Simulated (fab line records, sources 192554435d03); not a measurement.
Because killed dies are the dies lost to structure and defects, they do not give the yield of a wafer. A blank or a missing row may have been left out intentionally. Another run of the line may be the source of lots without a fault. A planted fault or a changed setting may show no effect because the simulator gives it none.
Split-lot experiment | flow n5Finfet | route with 1938 steps; 7 lots, 21 wafers read

== THE SPLIT ITSELF ==
At N5_BEOL_M13_COAT_04 (resist thk 400 nm), the setting spinRpm was moved away from the recipe's 1625 rpm on 8 of the 21 wafers read, by -11.1% to +6.0%. The other wafers ran this setting at the recipe's value.

== FROM THE SPLIT TO THE READING: what the file shows between them, 2 steps ==
- N5_BEOL_M13_DESCUM_15: chemistry O2, time 7.9 s (also split here: timeS)
- N5_BEOL_M13_ETCH_59: etches BARC in N2/H2, target depth 89 nm, overetch 26.7 nm, time 67.9 s

== THE READING ==
coat_of_BEOL_M13_COAT_04.thkNm (the simulator's own value, which no gauge read), in nm, at N5_BEOL_M13_VIA_ETCH_16 (etches SiOC in C4F8/O2/Ar, target depth 921.7 nm). There is no usual value for it anywhere in the file. Here, 13 wafers ran the recipe; their average is 68.1 nm with a standard deviation of 4.7 nm.

wafer  | tool, chamber at the split | spinRpm as run, rpm | against the recipe | coat_of_BEOL_M13_COAT_04.thkNm, nm | against lot-mates on the recipe
L076.1 | lithoTrack-05, 0           | 1625                | recipe             | 71                                 | -
L076.3 | lithoTrack-05, 0           | 1445                | -11.1%             | 93.8                               | +22.8
L076.6 | lithoTrack-05, 0           | 1445                | -11.1%             | 93                                 | +22.0
L075.1 | lithoTrack-05, 0           | 1541                | -5.2%              | 81.8                               | +2.2
L075.2 | lithoTrack-05, 0           | 1625                | recipe             | 79.6                               | -
L075.3 | lithoTrack-05, 0           | 1541                | -5.2%              | 88                                 | +8.4
L080.1 | lithoTrack-03, 0           | 1625                | recipe             | 66.6                               | -
L080.2 | lithoTrack-03, 0           | 1514                | -6.8%              | 82.2                               | +17.2
L080.4 | lithoTrack-03, 0           | 1625                | recipe             | 63.4                               | -
L082.1 | lithoTrack-03, 0           | 1625                | recipe             | 67.8                               | -
L082.3 | lithoTrack-03, 0           | 1625                | recipe             | 73.2                               | -
L082.5 | lithoTrack-03, 0           | 1625                | recipe             | 69                                 | -
L088.3 | lithoTrack-04, 0           | 1723                | +6.0%              | 53.4                               | -11.3
L088.4 | lithoTrack-04, 0           | 1625                | recipe             | 64.8                               | -
L088.6 | lithoTrack-04, 0           | 1625                | recipe             | 64.6                               | -
L094.2 | lithoTrack-04, 0           | 1625                | recipe             | 72.2                               | -
L094.4 | lithoTrack-04, 0           | 1625                | recipe             | 62.4                               | -
L094.6 | lithoTrack-04, 0           | 1625                | recipe             | 63.8                               | -
L096.2 | lithoTrack-03, 0           | 1723                | +6.0%              | 57.8                               | -8.6
L096.4 | lithoTrack-03, 0           | 1723                | +6.0%              | 58.2                               | -8.2
L096.6 | lithoTrack-03, 0           | 1625                | recipe             | 66.4                               | -

THE FIT
A straight line over all 21 wafers: coat_of_BEOL_M13_COAT_04.thkNm changes by -2.26 nm for each +1% of spinRpm; r = -0.92; the points scatter about the line by 4.4 nm.
The same after taking each lot's own level away (the mean of its wafers on the recipe; 21 wafers): -1.83 nm for each +1%; r = -0.94; scatter 3 nm.
On that fit, the largest move of spinRpm shifts the reading by 20 nm.
The lots' own levels span 64.70 to 79.60 nm, that is 3.2 times the standard deviation above.
So the slope is not independent of the lot-to-lot level: the two fits are not the same.
Check: for one of the wafers moved furthest among these (-11.1%), held out of the fit, the line's prediction against its lot-mates is +19.7 nm. It came out at +22.8 nm against them.

== THE OTHER SPLITS THESE WAFERS WENT THROUGH ==
These wafers also went through other splits before the reading. Each is held against what the fit with the lots' levels taken away leaves over:
other split on the same wafers | wafers away from the commonest value | r with coat_of_BEOL_M13_COAT_04.thkNm (lot level and that fit taken away)
N5_BEOL_M12_EXPOSE_07 doseMj   | 9                                    | -0.28
N5_BEOL_M13_DESCUM_15 timeS    | 7                                    | +0.06

== THE WHOLE CHAIN: every reading that the file lists as answering this split, in the file's order ==
step                    | what it does                                                            | reading                                                                         | change (the file's fit)              | r (the file's)
N5_BEOL_M13_COAT_04     | resist thk 400 nm                                                       | coat_of_BEOL_M13_COAT_04.thkNm (the simulator's own value, which no gauge read) | -2.03 nm for each +1% of the setting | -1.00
N5_BEOL_M13_ETCH_59     | etches BARC in N2/H2, target depth 89 nm, overetch 26.7 nm, time 67.9 s | coat_of_BEOL_M13_COAT_04.thkNm (the simulator's own value, which no gauge read) | -2.12 nm for each +1% of the setting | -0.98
N5_BEOL_M13_VIA_ETCH_16 | etches SiOC in C4F8/O2/Ar, target depth 921.7 nm                        | coat_of_BEOL_M13_COAT_04.thkNm (the simulator's own value, which no gauge read) | -1.9 nm for each +1% of the setting  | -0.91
N5_BEOL_M13_STRIP_63    | strips in N2/H2                                                         | stripTimeToEndpointS                                                            | withheld for each +1% of the setting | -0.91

== THE FILE'S OWN FIT ==
coat_of_BEOL_M13_COAT_04.thkNm changes by -1.9 nm for each +1% of spinRpm, r = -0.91.
